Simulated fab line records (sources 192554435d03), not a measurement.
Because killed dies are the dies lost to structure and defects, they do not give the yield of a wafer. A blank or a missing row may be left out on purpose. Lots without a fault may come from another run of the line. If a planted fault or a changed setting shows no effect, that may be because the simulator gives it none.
Lot-split experiment | flow n5-finfet | 21 wafers read from 7 lots, route of 1938 steps

== THE SPLIT ITSELF ==
At N5_BEOL_M9_HM_DEP_02 (deposits TiN, target thk 20 nm), the setting target-thk-a was moved away from the recipe's 200 angstrom on 4 of the 21 wafers read, by -10.8% to -4.2%. All remaining wafers had this setting at the recipe value.

== FROM THE SPLIT TO THE READING: what the file shows between them, 8 steps ==
- N5_BEOL_M9_COAT_59: time 60 s, resist thk 100 nm
- N5_BEOL_M9_COAT_60: time 60 s, resist thk 30 nm
- N5_BEOL_M9_STRIP_68: strips in N2/H2
- N5_BEOL_M9_STRIP_67: strips in CF4
- N5_BEOL_M9_HM_OPEN_17: chemistry Cl2/BCl3, target TiN, target depth 20 nm, overetch 6 nm
- N5_BEOL_M9_STRIP_19: strips in O2
- N5_BEOL_M9_STRIP_73: strips in C4F6/O2
- N5_BEOL_M9_STRIP_36: strips in N2/H2

== THE READING ==
TiN_of_BEOL_M9_HM_DEP_02.thk-nm (the simulator's own value, which no gauge read), in nm, at N5_BEOL_M9_TRENCH_ETCH_37 (etches SiCOH lowk in C4F6/O2, target depth 151.43 nm, time 49 s). The file gives no usual value for it. Here, 17 wafers ran the recipe; their average is 16.0 nm with a standard deviation of 0.24 nm.

wafer  | tool, chamber at the split | target-thk-a as run, angstrom | against the recipe | TiN_of_BEOL_M9_HM_DEP_02.thk-nm, nm | against lot-mates on the recipe
L075.3 | pvd-sputter-03, -          | 200                           | recipe             | 15.4                                | -
L075.4 | pvd-sputter-03, -          | 200                           | recipe             | 16                                  | -
L075.5 | pvd-sputter-03, -          | 200                           | recipe             | 16                                  | -
L077.1 | pvd-sputter-03, -          | 200                           | recipe             | 16                                  | -
L077.3 | pvd-sputter-03, -          | 200                           | recipe             | 15.8                                | -
L077.5 | pvd-sputter-03, -          | 200                           | recipe             | 15.8                                | -
L080.1 | pvd-sputter-01, -          | 200                           | recipe             | 15.8                                | -
L080.3 | pvd-sputter-01, -          | 200                           | recipe             | 15.8                                | -
L080.4 | pvd-sputter-01, -          | 200                           | recipe             | 16                                  | -
L082.3 | pvd-sputter-01, -          | 191.6                         | -4.2%              | 15.4                                | -0.8
L082.4 | pvd-sputter-01, -          | 200                           | recipe             | 16.2                                | -
L082.5 | pvd-sputter-01, -          | 191.6                         | -4.2%              | 15.8                                | -0.4
L087.4 | pvd-sputter-01, -          | 200                           | recipe             | 16                                  | -
L087.6 | pvd-sputter-01, -          | 200                           | recipe             | 16                                  | -
L087.5 | pvd-sputter-01, -          | 200                           | recipe             | 16.4                                | -
L091.2 | pvd-sputter-02, -          | 187.8                         | -6.1%              | 14.8                                | -1.2
L091.3 | pvd-sputter-02, -          | 200                           | recipe             | 16.2                                | -
L091.4 | pvd-sputter-02, -          | 200                           | recipe             | 15.8                                | -
L090.3 | pvd-sputter-02, -          | 178.3                         | -10.8%             | 13.8                                | -2.5
L090.4 | pvd-sputter-02, -          | 200                           | recipe             | 16.4                                | -
L090.6 | pvd-sputter-02, -          | 200                           | recipe             | 16.2                                | -

THE FIT
A straight line over all 21 wafers: TiN_of_BEOL_M9_HM_DEP_02.thk-nm changes by +0.183 nm for each +1% of target-thk-a; r = +0.89; the points scatter about the line by 0.27 nm.
The same after taking each lot's own level away (the mean of its wafers on the recipe; 21 wafers): +0.21 nm for each +1%; r = +0.95; scatter 0.2 nm.
That fit puts the effect of the largest move of target-thk-a on the reading at 2.3 nm.
The lots' own levels span 15.80 to 16.30 nm, that is 2.1 times the standard deviation above.
In other words, the slope is changed by the lot-to-lot level; the two fits disagree.
Check: with one of the wafers moved furthest among these (-10.8%) left out of the fit, the line predicts -1.85 nm for it against its lot-mates. Against them it came out at -2.5 nm.

== THE OTHER SPLITS THESE WAFERS WENT THROUGH ==
These wafers also went through other splits before the reading. Each is held against what the fit with the lots' levels taken away leaves over:
other split on the same wafers | wafers away from the commonest value | r with TiN_of_BEOL_M9_HM_DEP_02.thk-nm (lot level and that fit taken away)
N5_BEOL_M8_ETCH_61 bias-w      | 7                                    | +0.16
N5_BEOL_M9_ILD_DEP_00 time-s   | 6                                    | -0.03

== THE WHOLE CHAIN: every reading that the file lists as answering this split, in the file's order ==
step                      | what it does                                                      | reading                                                                          | change (the file's fit)               | r (the file's)
N5_BEOL_M9_HM_DEP_02      | deposits TiN, target thk 20 nm                                    | TiN_of_BEOL_M9_HM_DEP_02.thk-nm (the simulator's own value, which no gauge read) | +0.22 nm for each +1% of the setting  | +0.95
N5_BEOL_M9_HM_OPEN_17     | chemistry Cl2/BCl3, target TiN, target depth 20 nm, overetch 6 nm | etch.depth-nm (the simulator's own value, which no gauge read)                   | +0.218 nm for each +1% of the setting | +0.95
N5_BEOL_M9_TRENCH_ETCH_37 | etches SiCOH lowk in C4F6/O2, target depth 151.43 nm, time 49 s   | TiN_of_BEOL_M9_HM_DEP_02.thk-nm (the simulator's own value, which no gauge read) | +0.214 nm for each +1% of the setting | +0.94

== FILE'S OWN FIT ==
TiN_of_BEOL_M9_HM_DEP_02.thk-nm changes by +0.214 nm for each +1% of target-thk-a, r = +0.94.
